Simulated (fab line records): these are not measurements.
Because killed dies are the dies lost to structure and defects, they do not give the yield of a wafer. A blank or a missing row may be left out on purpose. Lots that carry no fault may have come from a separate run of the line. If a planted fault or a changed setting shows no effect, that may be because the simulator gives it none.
fab line records	flow nand_harc
record lots=6	wafers=18	last_day=23
route steps=1159 shown A_BLC@967 A_M0@994 END@1159
lots with no fault: from the same line, run without faults
start_h: the number of hours between the record's first day and the start of the first shown wafer of the lot	wait_h: hours elapsed since this lot's preceding step	" as in the row above	L1.1+2: one row covering several wafers at once	- no value, or no start given	* or withheld: withheld	< > ~ a bound
route shown NAME@n: names a module that has steps shown in the file, with the first one's number in the route	usual: mean and standard deviation over wafers with no fault	same: alike in all rows	chamber/n: place in a boat	sites: per-site readings	_std_site: their standard deviation	_edge_site: mean of outer sites minus mean of inner sites	radius_mm: how far each site lies from the wafer's centre	mask NAME#n: copy n	behind: the most recent tool/chamber to have shaped the wafer	hold: reason for holding the lot/hours on hold/outcome of the hold	device: transistor that didn't switch, given as n, p or np	end of line: the route-end tests of the same wafers	a step without rows: its recipe alone	killed: at the first sort, the dies lost to defects and structure; wafer yield is something else	map: a wafer's dies, x killed, . not, _ none there
set.NAME: the setting as run; set.NAME@STEP: as run at that earlier step	model.NAME: the simulator's own value behind a step, which no gauge read
lots at selected steps of the route; one table per step, one row per wafer
services: from which hour (start_h, from the record's first day; less than 0 if before it) a tool's chamber was out of use, for how many hours, and why
## steps
# step NHARC_A_BLC_COAT_03
# recipe temp_c=225	time_s=65
# step NHARC_A_BLC_COAT_04
# recipe spin_rpm=1500	resist_thk_nm=90
# step NHARC_A_BLC_SOFTBAKE_05
# recipe temp_c=105	time_s=55
# step NHARC_A_BLC_EBR_06
# step NHARC_A_BLC_EXPOSE_07
# recipe na=1.35	target_cd_nm=100	dose_mj=67.97	mask_id=A_BLC
# step NHARC_A_BLC_PEB_08
# recipe peb_temp_c=100	peb_time_s=65
# step NHARC_A_BLC_DEVELOP_09
# recipe develop_time_s=35	dev_temp_c=23
# step NHARC_A_BLC_CD_MEAS_10
# recipe target_cd_nm=100	landing_energy_ev=500
# usual cd_nm=100.0/0.58
# same landing_energy_ev=500
lot.wafer	tool	chamber	start_h	wait_h	cd_nm
L725.1	cd_sem-03	0	401.78	-	99.7
L725.2	"	0	"	"	99.9
L725.3	"	0	"	"	99.6
L728.2	cd_sem-01	0	419.13	-	100.3
L728.4	"	0	"	"	100.0
L728.5	"	0	"	"	100.2
L729.1	cd_sem-01	0	446.06	-	99.5
L729.5	"	0	"	"	99.9
L729.6	"	0	"	"	100.0
L736.2	cd_sem-01	0	462.04	-	99.2
L736.3	"	0	"	"	99.7
L736.6	"	0	"	"	99.7
L737.1	cd_sem-01	0	467.60	-	100.0
L737.5	"	0	"	"	100.5
L737.6	"	0	"	"	99.7
L740.2	cd_sem-03	0	492.30	-	99.7
L740.5	"	0	"	"	100.5
L740.6	"	0	"	"	101.0
# step NHARC_A_BLC_OVL_MEAS_11
# usual overlay_x_nm=-0.1/1	overlay_y_nm=-0.1/0.8
lot.wafer	tool	chamber	start_h	wait_h	overlay_x_nm	overlay_y_nm
L725.1	overlay-02	-	401.87	-	-1.1	-0.6
L725.2	"	-	"	"	-0.4	-1.4
L725.3	"	-	"	"	-0.4	-1.5
L728.2	overlay-02	-	419.22	-	0.8	-1.1
L728.4	"	-	"	"	0.4	-1.1
L728.5	"	-	"	"	0.1	-0.9
L729.1	overlay-01	-	446.14	-	-1.6	0.2
L729.5	"	-	"	"	-1.8	0.0
L729.6	"	-	"	"	-1.5	-0.1
L736.2	overlay-01	-	462.12	-	-0.4	0.5
L736.3	"	-	"	"	0.0	0.6
L736.6	"	-	"	"	-0.7	0.3
L737.1	overlay-01	-	467.69	-	-0.1	-0.4
L737.5	"	-	"	"	0.1	-0.8
L737.6	"	-	"	"	-0.2	-0.7
L740.2	overlay-02	-	492.39	-	-0.5	0.0
L740.5	"	-	"	"	-0.7	-0.6
L740.6	"	-	"	"	-0.3	-0.1
# step NHARC_A_BLC_INSPECT_12
# usual raw_defect_count=30/16
lot.wafer	tool	chamber	start_h	wait_h	raw_defect_count
L725.1	defect_inspect-02	-	401.90	0.0	21
L725.2	"	-	"	"	18
L725.3	"	-	"	"	25
L728.2	defect_inspect-02	-	419.26	0.0	32
L728.4	"	-	"	"	33
L728.5	"	-	"	"	33
L729.1	defect_inspect-01	-	446.18	0.0	41
L729.5	"	-	"	"	32
L729.6	"	-	"	"	41
L736.2	defect_inspect-02	-	462.16	0.0	16
L736.3	"	-	"	"	13
L736.6	"	-	"	"	15
L737.1	defect_inspect-02	-	467.73	0.0	38
L737.5	"	-	"	"	49
L737.6	"	-	"	"	62
L740.2	defect_inspect-02	-	492.42	0.0	53
L740.5	"	-	"	"	50
L740.6	"	-	"	"	56
# step NHARC_A_BLC_DESCUM_15
# recipe time_s=3	o2_flow_sccm=200	ar_flow_sccm=0	bias_power_w=0	chemistry=O2
# step NHARC_A_BLC_ETCH_16
# recipe target_depth_a=390	over_etch_frac=0.3	time_s=65	ion_energy_ev=80	cf4_flow_sccm=150	ar_flow_sccm=0	rf_w=300	bias_w=100	chemistry=CF4
# usual drypump_motor_current_A=5.8/0.32	oes_product_au=1.000/0.011	rf_vpp_V=151.5/1.3	showerhead_plenum_p_Torr=1.79/0.076	throttle_valve_pct=13.284/0.0093
# same time_s=65
lot.wafer	tool	chamber	start_h	wait_h	drypump_motor_current_A	oes_product_au	rf_hours_counter_h	rf_vpp_V	showerhead_plenum_p_Torr	throttle_valve_pct
L725.1	rie_diel-01	2	402.07	0.1	5.2	0.992	9	149.8	1.68	13.290
L725.2	"	3	"	"	5.4	0.995	8	151.2	1.86	13.285
L725.3	"	0	"	"	5.9	1.022	8	148.9	1.74	13.297
L728.2	rie_diel-13	3	419.43	0.1	5.6	1.009	13	151.6	1.81	13.279
L728.5	"	3	"	"	5.6	1.004	-	152.0	1.81	13.302
L728.4	"	0	"	"	5.8	1.009	-	153.5	1.87	13.274
L729.1	rie_diel-13	2	446.33	0.1	6.1	0.988	15	151.9	1.83	13.284
L729.5	"	2	"	"	6.1	0.994	-	151.5	1.83	13.280
L729.6	"	3	"	"	5.6	1.001	-	151.7	1.81	13.289
L736.3	rie_diel-13	1	462.30	0.1	6.0	1.002	0	150.2	1.68	13.283
L736.2	"	2	"	"	6.1	0.993	0	152.8	1.83	13.282
L736.6	"	1	"	"	6.0	1.006	-	149.2	1.68	13.268
L737.1	rie_diel-01	1	467.93	0.1	6.1	0.992	16	153.1	1.87	13.284
L737.6	"	2	"	"	5.1	0.997	-	149.5	1.68	13.288
L737.5	"	3	"	"	5.4	1.004	-	152.4	1.86	13.267
L740.2	rie_diel-04	0	492.58	0.1	6.3	1.002	6	151.6	1.81	13.298
L740.6	"	2	"	"	6.0	0.998	-	150.9	1.74	13.280
L740.5	"	3	"	"	5.9	1.022	-	151.8	1.78	13.283
# step NHARC_A_BLC_ETCH_17
# recipe target_depth_a=3900	over_etch_frac=0.25	time_s=609.38	ion_energy_ev=200	n2_flow_sccm=150	h2_flow_sccm=150	ar_flow_sccm=0	rf_w=400	bias_w=150	chemistry=N2/H2
# usual drypump_motor_current_A=5.8/0.32	oes_product_au=0.999/0.01	rf_vpp_V=431.0/2.7	showerhead_plenum_p_Torr=2.06/0.098	throttle_valve_pct=14.171/0.0089
# same time_s=609.38
lot.wafer	tool	chamber	start_h	wait_h	drypump_motor_current_A	oes_product_au	rf_hours_counter_h	rf_vpp_V	showerhead_plenum_p_Torr	throttle_valve_pct
L725.3	rie_diel-01	1	402.16	-	6.1	0.995	9	434.9	2.17	14.179
L725.2	"	2	"	"	5.2	0.991	9	427.0	1.92	14.165
L725.1	"	3	"	"	5.4	0.989	8	434.1	2.16	14.167
L728.2	rie_diel-13	3	419.52	-	5.6	0.995	14	430.9	2.09	14.170
L728.5	"	3	"	"	5.6	1.008	-	433.0	2.09	14.174
L728.4	"	0	"	"	5.8	0.995	-	432.7	2.16	14.151
L729.1	rie_diel-13	1	446.55	-	6.0	0.975	18	427.5	1.93	14.153
L729.6	"	2	"	"	6.0	0.984	-	432.3	2.12	14.170
L729.5	"	3	"	"	5.6	0.998	-	432.1	2.09	14.166
L736.2	rie_diel-13	0	462.44	-	5.8	1.007	0	434.4	2.16	14.158
L736.3	"	1	"	"	6.0	0.999	0	426.0	1.93	14.149
L736.6	"	3	"	"	5.6	0.997	-	431.0	2.09	14.176
L737.1	rie_diel-01	3	468.09	-	5.4	0.997	14	434.4	2.16	14.166
L737.6	"	1	"	"	6.1	0.993	-	432.6	2.17	14.168
L737.5	"	2	"	"	5.2	0.989	-	427.3	1.92	14.181
L740.2	rie_diel-04	2	492.83	-	6.0	1.004	6	430.7	2.01	14.163
L740.5	"	3	"	"	5.9	1.018	-	430.9	2.05	14.156
L740.6	"	0	"	"	6.4	1.001	-	432.1	2.09	14.173
# step NHARC_A_BLC_ETCH_18
# recipe target_depth_a=9100	c4f8_flow_sccm=20	o2_flow_sccm=10	ar_flow_sccm=withheld	rf_w=600	bias_w=1500	chemistry=C4F8/O2/Ar
# usual oes_product_au=0.952/0.021	rf_vpp_V=979/6.1
lot.wafer	tool	chamber	start_h	wait_h	oes_product_au	rf_hours_counter_h	rf_vpp_V
L725.2	rie_diel-01	0	-	-	0.968	8	977
L725.3	"	1	"	"	0.955	9	987
L725.1	"	3	"	"	0.968	8	985
L728.2	rie_diel-13	3	-	-	0.952	14	981
L728.5	"	0	"	"	0.959	-	985
L728.4	"	3	"	"	0.968	-	981
L729.1	rie_diel-13	1	-	-	0.914	18	972
L729.5	"	2	"	"	0.919	-	984
L729.6	"	3	"	"	0.933	-	981
L736.2	rie_diel-13	2	-	-	0.946	0	983
L736.3	"	3	"	"	0.990	0	981
L736.6	"	2	"	"	0.959	-	984
L737.1	rie_diel-01	0	-	-	0.946	15	976
L737.5	"	3	"	"	0.927	-	986
L737.6	"	0	"	"	0.940	-	976
L740.2	rie_diel-04	1	-	-	0.959	6	968
L740.6	"	3	"	"	0.953	-	979
L740.5	"	0	"	"	0.944	-	981
# step NHARC_A_BLC_CD_MEAS_19
# usual cd_nm=100.6/1.8
lot.wafer	tool	chamber	start_h	wait_h	cd_nm
L725.1	cd_sem-02	-	402.96	-	99.1
L725.2	"	-	"	"	102.3
L725.3	"	-	"	"	101.5
L728.2	cd_sem-02	-	420.47	-	102.3
L728.4	"	-	"	"	100.5
L728.5	"	-	"	"	101.7
L729.1	cd_sem-02	-	447.21	-	99.2
L729.5	"	-	"	"	103.6
L729.6	"	-	"	"	100.9
L736.2	cd_sem-01	-	463.18	-	98.3
L736.3	"	-	"	"	99.0
L736.6	"	-	"	"	101.9
L737.1	cd_sem-03	-	468.81	-	103.0
L737.5	"	-	"	"	102.3
L737.6	"	-	"	"	102.8
L740.2	cd_sem-03	-	493.49	-	99.4
L740.5	"	-	"	"	99.5
L740.6	"	-	"	"	99.7
# step NHARC_A_BLC_STRIP_29
# recipe cf4_flow_sccm=150	ar_flow_sccm=0	bias_w=0	chemistry=CF4
# step NHARC_A_BLC_STRIP_21
# recipe o2_flow_sccm=500	ar_flow_sccm=0	bias_w=0	chemistry=O2
# usual drypump_motor_current_A=5.87/0.29	oes_product_au=1.002/0.01	rf_vpp_V=57.7/0.87	showerhead_plenum_p_Torr=3.55/0.15	throttle_valve_pct=17.037/0.0087
lot.wafer	tool	chamber	start_h	wait_h	drypump_motor_current_A	oes_product_au	rf_hours_counter_h	rf_vpp_V	showerhead_plenum_p_Torr	throttle_valve_pct
L725.1	rie_diel-13	2	403.15	0.1	6.06	0.999	13	57.4	3.65	17.056
L725.3	"	3	"	"	5.62	1.004	12	57.8	3.60	17.045
L725.2	"	0	"	"	5.85	0.999	13	58.3	3.72	17.028
L728.2	rie_diel-04	0	420.66	0.1	6.29	1.005	45	57.6	3.62	17.027
L728.4	"	2	"	"	5.95	1.004	45	56.5	3.49	17.036
L728.5	"	0	"	"	6.32	1.001	-	57.6	3.62	17.047
L729.1	rie_diel-04	3	447.39	0.1	5.85	0.995	59	58.5	3.56	17.034
L729.6	"	3	"	"	5.82	1.003	-	58.4	3.56	17.037
L729.5	"	0	"	"	6.31	0.997	-	58.9	3.61	17.031
L736.2	rie_diel-01	0	463.36	0.1	5.92	1.025	14	59.6	3.46	17.027
L736.3	"	2	"	"	5.14	0.995	15	56.0	3.34	17.039
L736.6	"	0	"	"	5.88	1.024	-	58.0	3.46	17.031
L737.1	rie_diel-13	3	469.02	0.1	5.63	1.006	1	57.7	3.60	17.031
L737.6	"	0	"	"	5.85	1.009	-	58.1	3.72	17.050
L737.5	"	1	"	"	5.98	0.993	-	57.4	3.36	17.030
L740.2	rie_diel-13	1	493.70	0.1	6.01	0.995	3	56.4	3.36	17.050
L740.6	"	2	"	"	6.10	0.987	-	59.0	3.65	17.030
L740.5	"	3	"	"	5.61	1.016	-	59.4	3.60	17.044
# step NHARC_A_BLC_STRIP_22
# recipe time_s=600	temp_c=30	chemistry=post_etch_residue_remover
# step NHARC_A_BLC_DEGAS_30
# recipe temp_c=300	time_s=60
# usual heater_power_w=450/53
# same time_s=60
lot.wafer	tool	chamber	start_h	wait_h	heater_power_w
L725.3	pvd_sputter-02	-	403.56	-	503
L725.2	"	-	"	"	448
L725.1	"	-	"	"	434
L728.4	pvd_sputter-01	-	421.10	-	530
L728.2	"	-	"	"	467
L728.5	"	-	"	"	566
L729.1	pvd_sputter-03	-	447.83	-	463
L729.5	"	-	"	"	389
L729.6	"	-	"	"	438
L736.2	pvd_sputter-02	-	463.80	-	488
L736.3	"	-	"	"	461
L736.6	"	-	"	"	432
L737.1	pvd_sputter-03	-	469.43	-	453
L737.5	"	-	"	"	359
L737.6	"	-	"	"	407
L740.2	pvd_sputter-03	-	494.12	-	365
L740.6	"	-	"	"	394
L740.5	"	-	"	"	453
# step NHARC_A_BLC_PRE_CLEAN_31
# recipe time_s=15	bias_v=250	gas=Ar
# step NHARC_A_BLC_PVD_32
# recipe target_thk_a=50	chamber_pressure_pa=5	power_w=5000	substrate_temp_c=200	time_s=17.7	material=Ti
# step NHARC_A_BLC_ALD_23
# recipe target_thk_a=30	pulse_time_s=1	ald_cycles=150	temp_c=450	material=TiN
# usual heater_power_w=1112/130	precursor_pulse_height_rel=0.998/0.021
# same pulse_time_s=1
lot.wafer	tool	chamber	start_h	wait_h	heater_power_w	precursor_pulse_height_rel
L725.1	ald_metal-02	3	403.81	-	862	0.998
L725.3	"	1	"	"	1172	0.998
L725.2	"	2	"	"	1044	1.020
L728.4	ald_metal-04	0	421.34	-	1048	0.956
L728.2	"	1	"	"	1204	1.004
L728.5	"	1	"	"	1205	0.978
L729.1	ald_metal-03	2	448.08	-	1066	0.984
L729.5	"	1	"	"	1265	0.966
L729.6	"	2	"	"	1091	1.029
L736.3	ald_metal-04	0	464.02	-	1066	1.001
L736.2	"	2	"	"	952	0.994
L736.6	"	0	"	"	1059	0.998
L737.1	ald_metal-03	1	469.69	-	1294	0.964
L737.6	"	3	"	"	1382	1.000
L737.5	"	0	"	"	1048	0.973
L740.2	ald_metal-02	1	494.36	-	1165	0.968
L740.5	"	0	"	"	1087	0.991
L740.6	"	1	"	"	1194	1.008
# step NHARC_A_BLC_CVD_24
# recipe target_thk_a=1500	temp_c=300	pressure_torr=40	wf6_flow_sccm=40	h2_flow_sccm=1600	ar_flow_sccm=1560	time_s=434	material=W
# step NHARC_A_BLC_CMP_25
# recipe t_overpolish_s=30	target_thk_nm=150
# step NHARC_A_BLC_SRD_27
# step NHARC_A_M0_DEP_00
# recipe target_thk_a=1500	target_thk_nm=150	temp_c=withheld	pressure_torr=5	flow_sccm=200	rf_w=600	material=SiOC
# step NHARC_A_M0_DEHYDRATE_01
# recipe temp_c=150	time_s=120
# step NHARC_A_M0_HMDS_02
# recipe time_s=30
# step NHARC_A_M0_COAT_33
# recipe temp_c=200	time_s=65
# step NHARC_A_M0_COAT_03
# recipe spin_rpm=1500	resist_thk_nm=90
# step NHARC_A_M0_SOFTBAKE_04
# recipe temp_c=105	time_s=55
# step NHARC_A_M0_EBR_05
# step NHARC_A_M0_EXPOSE_06
# recipe na=1.35	target_cd_nm=80	dose_mj=83.25	mask_id=A_M0
# step NHARC_A_M0_PEB_07
# recipe peb_temp_c=100	peb_time_s=65
# step NHARC_A_M0_DEVELOP_08
# recipe develop_time_s=35	dev_temp_c=23
# step NHARC_A_M0_CD_MEAS_09
# recipe target_cd_nm=80	landing_energy_ev=500
# usual cd_nm=80.3/0.76
# same landing_energy_ev=500
lot.wafer	tool	chamber	start_h	wait_h	cd_nm
L725.1	cd_sem-02	0	406.13	-	79.6
L725.2	"	0	"	"	80.1
L725.3	"	0	"	"	79.3
L728.2	cd_sem-02	0	425.19	-	79.6
L728.4	"	0	"	"	81.0
L728.5	"	0	"	"	79.4
L729.1	cd_sem-03	0	452.20	-	79.9
L729.5	"	0	"	"	79.8
L729.6	"	0	"	"	81.1
L736.2	cd_sem-02	0	465.94	-	81.2
L736.3	"	0	"	"	81.3
L736.6	"	0	"	"	80.7
L737.1	cd_sem-03	0	473.84	-	80.4
L737.5	"	0	"	"	80.5
L737.6	"	0	"	"	81.3
L740.2	cd_sem-02	0	497.59	-	80.8
L740.5	"	0	"	"	80.6
L740.6	"	0	"	"	81.0
# step NHARC_A_M0_OVL_MEAS_10
# recipe pitch_nm=160
# usual overlay_x_nm=-0.1/0.75	overlay_y_nm=0.1/0.81
lot.wafer	tool	chamber	start_h	wait_h	overlay_x_nm	overlay_y_nm
L725.1	overlay-02	-	406.22	-	0.9	-1.3
L725.2	"	-	"	"	1.0	-1.3
L725.3	"	-	"	"	1.0	-0.9
L728.2	overlay-02	-	425.27	-	0.7	-1.4
L728.4	"	-	"	"	0.8	-0.7
L728.5	"	-	"	"	0.6	-1.3
L729.1	overlay-02	-	452.29	-	1.4	-0.1
L729.5	"	-	"	"	0.7	0.2
L729.6	"	-	"	"	0.3	0.0
L736.2	overlay-01	-	466.02	-	0.6	0.3
L736.3	"	-	"	"	0.6	0.3
L736.6	"	-	"	"	-0.1	-0.5
L737.1	overlay-02	-	473.92	-	1.5	0.4
L737.5	"	-	"	"	0.9	0.1
L737.6	"	-	"	"	1.4	0.1
L740.2	overlay-01	-	497.67	-	0.1	0.4
L740.5	"	-	"	"	0.3	0.4
L740.6	"	-	"	"	-0.5	0.7
# step NHARC_A_M0_DESCUM_14
# recipe time_s=3	o2_flow_sccm=200	ar_flow_sccm=0	bias_power_w=0	chemistry=O2
# step NHARC_A_M0_ETCH_34
# recipe target_depth_a=400	overetch_a=120	time_s=43.94	ion_energy_ev=200	n2_flow_sccm=150	h2_flow_sccm=150	ar_flow_sccm=0	rf_w=400	bias_w=150	chemistry=N2/H2
# step NHARC_END_SORT_01
# recipe temp_c=25
# usual killed_at_array=27/12	killed_at_other=0.8/1	killed_at_periphery=4.0/2.5	killed_dies=32/11	killed_open=3.3/1.8	killed_short=2.0/1.5
# same gross_dies=677
lot.wafer	tool	chamber	start_h	wait_h	killed_at_array	killed_at_other	killed_at_periphery	killed_dies	killed_open	killed_short
L725.1	prober-02	0	451.58	2.5	19	0	5	24	4	2
L725.2	prober-02	0	452.40	2.8	15	0	5	20	4	0
L725.3	prober-02	0	453.21	3.1	23	0	0	23	1	1
L728.2	prober-02	0	468.11	2.8	31	0	2	33	0	5
L728.4	prober-02	0	469.70	3.4	30	0	3	33	2	2
L728.5	prober-02	0	470.49	3.7	31	0	6	37	1	3
L729.1	prober-02	0	488.59	2.5	136	0	1	137	4	5
L729.5	prober-02	0	491.84	3.8	95	0	3	98	1	4
L729.6	prober-02	0	492.66	4.1	137	0	1	138	3	2
L736.2	prober-01	0	508.53	2.8	108	0	7	115	2	1
L736.3	prober-01	0	509.31	3.1	98	0	6	104	3	0
L736.6	prober-01	0	511.67	3.9	80	0	3	83	2	2
L737.1	prober-02	0	512.84	2.6	37	1	5	43	5	3
L737.5	prober-02	0	516.07	3.7	43	0	4	47	8	1
L737.6	prober-02	0	516.88	4.0	48	0	3	51	5	2
L740.2	prober-01	0	544.72	2.8	39	1	7	47	5	0
L740.5	prober-01	0	547.13	3.7	37	0	3	40	2	1
L740.6	prober-01	0	547.93	4.0	49	1	3	53	3	3
# killed by level:class
L725.1 A_SLIT:chamber_film_flake=7 A_STAIRCASE:chamber_film_flake=5 A_CHANNEL_HOLE_D1:chamber_film_flake=4 A_M0:geometric_particle:open=2 P_CONTACT:chamber_film_flake=2 P_GATE:geometric_particle:open=1 P_M0:geometric_particle:short=1 P_M2:geometric_particle:open=1
L725.2 A_SLIT:chamber_film_flake=6 P_CONTACT:chamber_film_flake=4 A_CONTACT:chamber_film_flake=4 A_CHANNEL_HOLE_D1:chamber_film_flake=2 P_M2:geometric_particle:open=1 A_SOURCE_PLATE:geometric_particle:open=1 A_WL_FILL:geometric_particle:open=1 A_CONTACT:geometric_particle:open=1
L725.3 A_SLIT:chamber_film_flake=13 A_CHANNEL_HOLE_D1:chamber_film_flake=4 A_CONTACT:chamber_film_flake=3 A_CHANNEL_FILL_D1:geometric_particle:short=1 A_M0:geometric_particle:open=1 A_ZERO_WELL:chamber_film_flake=1
L728.2 A_CHANNEL_HOLE_D1:chamber_film_flake=12 A_SLIT:chamber_film_flake=9 A_STAIRCASE:chamber_film_flake=3 A_WL_FILL:geometric_particle:short=2 P_CONTACT:geometric_particle:short=1 A_SOURCE_PLATE:geometric_particle:short=1 A_ONON_D1:geometric_particle:short=1 P_GATE:chamber_film_flake=1
L728.4 A_CHANNEL_HOLE_D1:chamber_film_flake=13 A_SLIT:chamber_film_flake=8 A_STAIRCASE:chamber_film_flake=3 P_ZERO_WELL:chamber_film_flake=2 A_M1:chamber_film_flake=2 P_STI:geometric_particle:open=1 A_SGD_CUT:geometric_particle:short=1 A_M0:geometric_particle:short=1
L728.5 A_CHANNEL_HOLE_D1:chamber_film_flake=11 A_SLIT:chamber_film_flake=11 P_ZERO_WELL:chamber_film_flake=3 A_STAIRCASE:chamber_film_flake=3 A_CONTACT:chamber_film_flake=2 P_GATE:geometric_particle:short=1 A_ONON_D1:geometric_particle:short=1 A_WL_FILL:geometric_particle:short=1
L729.1 A_BLC:unspecified=97 A_CHANNEL_HOLE_D1:chamber_film_flake=14 A_SLIT:chamber_film_flake=9 A_STAIRCASE:chamber_film_flake=4 A_WL_FILL:chamber_film_flake=3 A_ONON_D1:geometric_particle:short=2 A_CHANNEL_FILL_D1:geometric_particle:short=2 P_M0:geometric_particle:open=1
L729.5 A_BLC:unspecified=62 A_CHANNEL_HOLE_D1:chamber_film_flake=17 A_SLIT:chamber_film_flake=7 A_STAIRCASE:chamber_film_flake=3 P_M0:geometric_particle:short=1 A_ONON_D1:geometric_particle:short=1 A_CHANNEL_FILL_D1:geometric_particle:short=1 A_CONTACT:geometric_particle:short=1
L729.6 A_BLC:unspecified=99 A_CHANNEL_HOLE_D1:chamber_film_flake=12 A_SLIT:chamber_film_flake=12 A_STAIRCASE:chamber_film_flake=8 A_SOURCE_PLATE:geometric_particle:short=1 A_CHANNEL_HOLE_D1:geometric_particle:short=1 A_CHANNEL_FILL_D1:geometric_particle:open=1 A_CONTACT:geometric_particle:open=1
L736.2 A_BLC:unspecified=91 P_GATE:chamber_film_flake=6 A_CONTACT:chamber_film_flake=6 A_BLC:chamber_film_flake=3 A_CHANNEL_HOLE_D1:chamber_film_flake=3 A_STAIRCASE:chamber_film_flake=2 A_CHANNEL_HOLE_D1:geometric_particle:open=1 A_BLC:geometric_particle:open=1
L736.3 A_BLC:unspecified=88 A_CHANNEL_HOLE_D1:chamber_film_flake=4 A_STAIRCASE:chamber_film_flake=3 P_STI:chamber_film_flake=2 P_GATE:chamber_film_flake=2 P_GATE:geometric_particle:open=1 P_CONTACT:geometric_particle:open=1 A_BLC:geometric_particle:open=1
L736.6 A_BLC:unspecified=62 A_CHANNEL_HOLE_D1:chamber_film_flake=7 A_BLC:chamber_film_flake=4 A_CONTACT:chamber_film_flake=4 P_M0:geometric_particle:open=1 A_WL_FILL:geometric_particle:short=1 A_CONTACT:geometric_particle:short=1 A_M1:geometric_particle:open=1
L737.1 A_CHANNEL_HOLE_D1:chamber_film_flake=13 A_SLIT:chamber_film_flake=9 P_M0:chamber_film_flake=3 A_STAIRCASE:chamber_film_flake=3 A_WL_FILL:chamber_film_flake=3 A_CONTACT:chamber_film_flake=2 P_M0:geometric_particle:short=1 P_M0:geometric_particle:open=1
L737.5 A_CHANNEL_HOLE_D1:chamber_film_flake=16 A_SLIT:chamber_film_flake=16 A_BLC:geometric_particle:open=3 A_STAIRCASE:chamber_film_flake=3 A_CONTACT:geometric_particle:open=2 P_CONTACT:geometric_particle:open=1 P_M1:geometric_particle:open=1 A_ONON_D1:geometric_particle:open=1
L737.6 A_CHANNEL_HOLE_D1:chamber_film_flake=20 A_SLIT:chamber_film_flake=15 A_STAIRCASE:chamber_film_flake=5 A_CONTACT:chamber_film_flake=3 P_M1:geometric_particle:open=2 P_M0:geometric_particle:open=1 A_ONON_D1:geometric_particle:short=1 A_CHANNEL_FILL_D1:geometric_particle:open=1
L740.2 A_CHANNEL_HOLE_D1:chamber_film_flake=17 A_SLIT:chamber_film_flake=14 P_GATE:chamber_film_flake=4 A_CONTACT:chamber_film_flake=3 P_CONTACT:geometric_particle:open=2 A_ONON_D1:geometric_particle:open=1 A_CHANNEL_HOLE_D1:geometric_particle:open=1 A_BLC:geometric_particle:open=1
L740.5 A_CHANNEL_HOLE_D1:chamber_film_flake=20 A_SLIT:chamber_film_flake=13 A_CONTACT:chamber_film_flake=3 P_CONTACT:geometric_particle:short=1 P_CONTACT:geometric_particle:open=1 A_WL_FILL:geometric_particle:open=1 P_GATE:chamber_film_flake=1
L740.6 A_CHANNEL_HOLE_D1:chamber_film_flake=23 A_SLIT:chamber_film_flake=20 A_ONON_D1:geometric_particle:short=2 A_CONTACT:chamber_film_flake=2 P_M0:geometric_particle:short=1 P_M2:geometric_particle:open=1 A_CONTACT:geometric_particle:open=1 A_M0:geometric_particle:open=1
# map L729.6 (x killed, . not)
____________.____________
_________......._________
_______..........._______
______.........x...______
_____..............._____
____.................____
____.................____
___.....x.............___
___..x..xx............___
__....xxxxxx...........__
__...xxxxxx............__
_.xxxxxxxxx...........x._
_..xxxxxxxxx...x.......x_
_..xxxxxxxxxx..........._
_.x.xxxxxxxxxx....x....._
_...xxxxxxxx............_
...xxxxxxxxx...x.........
...xxxxxxxx..x.x.........
.....xxxxxxx.............
....xxxxxx.x.............
......xx.................
_.....x.x..............._
_......x................_
_......................._
_..........x...........x_
_.....x.....x..........._
__....................x__
__................x....__
___................xx.___
___............x..xx..___
____............xxxx.____
____.............xx.x____
_____........xxxxx.._____
______....x..xxx..x______
_______.......x..._______
_________.....x._________
____________x____________
# map L736.2 (x killed, . not)
____________.____________
_________......._________
_______..........._______
______.x...........______
_____..............._____
____.x...............____
____.................____
___.x.................___
___x..................___
__.xx..................__
__.....................__
_......................._
_.x.x.x.....x...x......._
_....x......x..........._
_x......................_
_......................._
............x............
.............xx..........
..........x..............
.........................
..........x.x............
_.........xxxxx........._
_..........xxxxx.x......_
_........xxxxxxxx......._
_.......x.xxxxxxx......._
_......x..xxxxxxxx......_
__.......xxxxxxxx......__
__......xxxxxxxxxx.....__
___....x.xxxxxxxx.....___
___......xxxxxxxxx....___
____......xxxxxx.....____
____.....xxxxxx......____
_____.....xxxxx.x..._____
______......x.x....______
_______......xx.x._______
_________......._________
____________.____________
## services
tool	chamber	start_h	hours	kind
rie_diel-13	0	383.26	-	clean
rie_diel-13	1	383.26	-	clean
rie_diel-13	2	383.26	-	clean
rie_diel-13	3	383.26	-	clean
pvd_sputter-02	-	392.05	10.0	pm
pvd_sputter-01	-	399.50	2.3	repair
ald_metal-04	-	406.00	10.0	pm
rie_diel-13	0	407.76	-	clean
rie_diel-13	1	407.76	-	clean
rie_diel-13	2	407.76	-	clean
rie_diel-13	3	407.76	-	clean
rie_diel-13	2	415.22	14.8	repair
ald_metal-03	-	421.95	2.4	repair
rie_diel-13	0	432.26	-	clean
rie_diel-13	1	432.26	-	clean
rie_diel-13	2	432.26	-	clean
rie_diel-13	3	432.26	-	clean
rie_diel-13	-	453.00	9.0	pm
rie_diel-13	0	453.00	9.0	vent_cycle
rie_diel-13	1	453.00	9.0	vent_cycle
rie_diel-13	2	453.00	9.0	vent_cycle
pvd_sputter-03	-	458.03	10.0	pm
rie_diel-04	-	465.90	9.0	pm
rie_diel-01	-	491.89	9.0	pm
## key
first_sign step=NHARC_END_SORT_01	reading=killed_dies	direction=up	sigmas=7.3	usual=32	struck=112
effect step=NHARC_END_SORT_01	reading=killed_at_array	direction=up	sigmas=7	usual=27	struck=109
more_kills_born_at NHARC_A_BLC_ETCH_17@rie_diel-13=498
met_at NHARC_A_BLC_ETCH_17
struck_wafers L729.1,L729.5,L729.6,L736.2,L736.3,L736.6
tester_left_out L729,L736
onset_between 419.52 446.55
also_fits NHARC_A_BLC_ETCH_16:rie_diel-13,NHARC_A_BLC_ETCH_18:rie_diel-13
fault kind=chamber_particle_source	tool=rie_diel-13	chamber=-	onset_h=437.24	steps=NHARC_A_BLC_ETCH_17	rate_per_visit_cm2=1.2667	end_h=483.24
# tester_left_out: of these lots the tester's yield and bins aren't shown, on N5 and GAA mostly nor the transistor test; their killed dies are dies lost to structure and defects alone, not to doping, threshold or leakage, so they don't give the yield
